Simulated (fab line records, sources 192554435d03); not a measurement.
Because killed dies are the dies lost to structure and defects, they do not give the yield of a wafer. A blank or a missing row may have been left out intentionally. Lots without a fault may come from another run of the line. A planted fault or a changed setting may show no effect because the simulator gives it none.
A single fault, viewed from 2 desks | flow n5 finfet | numbers are kept per desk, each desk with only its own; the story behind them comes last

## AT THE METROLOGY DESK
Means of the sampled wafers that have a number, per lot and without regard to the tool the lot ran on: this is what the gauges read. The brackets show how far a lot's mean lies from the usual mean; more than 4 standard deviations puts the lot out of limits, marked OUT. Of its 17 readings 7 are shown: the one that was out of limits first, and those that lie furthest out on some lot.
Columns: A = DIBL_N at N5_BEOL_M4_RC_MEAS_101, usual 36.1 mV/V; B = IOFF_N at N5_BEOL_M4_RC_MEAS_101, usual 0.16 nA/um; C = IOFF_N_85C at N5_BEOL_M4_RC_MEAS_101, usual 3.1 nA/um; D = IOFF_N_LIN at N5_BEOL_M4_RC_MEAS_101, usual 0.074 nA/um; E = ION_N at N5_BEOL_M4_RC_MEAS_101, usual 672 uA/um; F = SS_N at N5_BEOL_M4_RC_MEAS_101, usual 71.6 mV/dec; G = VT_N_LVT at N5_BEOL_M4_RC_MEAS_101, usual 99 mV
lot  | first seen here | A               | B              | C              | D                | E              | F               | G
L837 | day 9 03:11     | 35.8            | 0.15           | 2.9            | 0.069            | 672            | 71.7            | 99
L838 | day 9 06:34     | 36.4            | 0.15           | 3.0            | 0.072            | 669            | 71.6            | 100
L848 | day 11 18:03    | 49.9 (+7.3) OUT | 0.57 (+11) OUT | 9.3 (+11) OUT  | 0.190 (+8.9) OUT | 745 (+6.6) OUT | 75.4 (+5.5) OUT | 82 (-5.2) OUT
L847 | day 12 13:55    | 52.0 (+8.4) OUT | 1.16 (+28) OUT | 15.7 (+22) OUT | 0.227 (+12) OUT  | 745 (+6.6) OUT | 78.9 (+11) OUT  | 79 (-6.2) OUT
L850 | day 12 23:53    | 34.0            | 0.13           | 2.6            | 0.063            | 661            | 71.4            | 101
L851 | day 13 00:07    | 36.0            | 0.14           | 2.8            | 0.066            | 665            | 70.9            | 101
L853 | day 13 19:37    | 37.0            | 0.17           | 3.1            | 0.076            | 680            | 71.8            | 98
L855 | day 13 21:09    | 36.3            | 0.16           | 3.0            | 0.072            | 672            | 71.5            | 100
Finding of this desk: L847, L848 out of limits, first seen on L848 at day 11 18:03 (DIBL_N at N5_BEOL_M4_RC_MEAS_101). L837, L838, L850, L851, L853, L855: within limits.

## AT THE TOOL OWNER'S DESK: rtp anneal-01
At N5_SD_ACTIVATION_RTA_00 (time 0 s), the tool's own readings, given per lot that ran on this tool as the mean of the sampled wafers with a number. The brackets show how far a lot's mean lies from the usual mean; more than 4 standard deviations puts the lot out of limits, marked OUT. Of its 9 readings 7 are shown: the one that was out of limits first, and those that lie furthest out on some lot.
Columns: A = lamp power pct at N5_SD_ACTIVATION_RTA_00, usual 8.96 %; B = lamp_zone_1_pct at N5_SD_ACTIVATION_RTA_00, usual 8.95 %; C = lamp_zone_2_pct at N5_SD_ACTIVATION_RTA_00, usual 8.949 %; D = lamp_zone_3_pct at N5_SD_ACTIVATION_RTA_00, usual 8.950 %; E = lamp_zone_4_pct at N5_SD_ACTIVATION_RTA_00, usual 8.951 %; F = lamp_zone_5_pct at N5_SD_ACTIVATION_RTA_00, usual 8.953 %; G = lamp_zone_7_pct at N5_SD_ACTIVATION_RTA_00, usual 9.352 %
lot  | first seen here | A               | B              | C               | D               | E               | F               | G
L837 | day 3 17:04     | 8.92            | 8.97           | 8.944           | 8.958           | 8.950           | 8.948           | 9.347
L838 | day 4 01:35     | 8.96            | 8.96           | 8.936           | 8.952           | 8.951           | 8.973           | 9.364
L848 | day 6 10:26     | 9.35 (+7.3) OUT | 9.38 (+14) OUT | 9.361 (+15) OUT | 9.370 (+16) OUT | 9.376 (+16) OUT | 9.368 (+15) OUT | 9.755 (+13) OUT
L847 | day 6 10:56     | 9.37 (+7.6) OUT | 9.41 (+15) OUT | 9.332 (+14) OUT | 9.374 (+16) OUT | 9.367 (+15) OUT | 9.388 (+16) OUT | 9.795 (+15) OUT
This desk's finding: out of limits on L847, L848; first on L848, day 6 10:26 (lamp power pct at N5_SD_ACTIVATION_RTA_00). L837, L838: within limits.

## BROUGHT TOGETHER
At day 6 10:26, on L847, L848, the tool owner's desk was in a position to raise an alarm.
An alarm was possible from the metrology desk at day 11 18:03, on L847, L848.
On rtp anneal-01, each named lot ran N5_SD_ACTIVATION_RTA_00.

## WHAT HAD BEEN PUT IN BY THE SIMULATOR
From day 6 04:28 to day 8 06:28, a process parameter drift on rtp anneal-01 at N5_SD_ACTIVATION_RTA_00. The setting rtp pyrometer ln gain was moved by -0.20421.
Lots struck among those shown: L847, L848.
Time in hours from fault onset to the first out-of-limits reading at each desk: tool owner's desk 6, metrology desk 134.
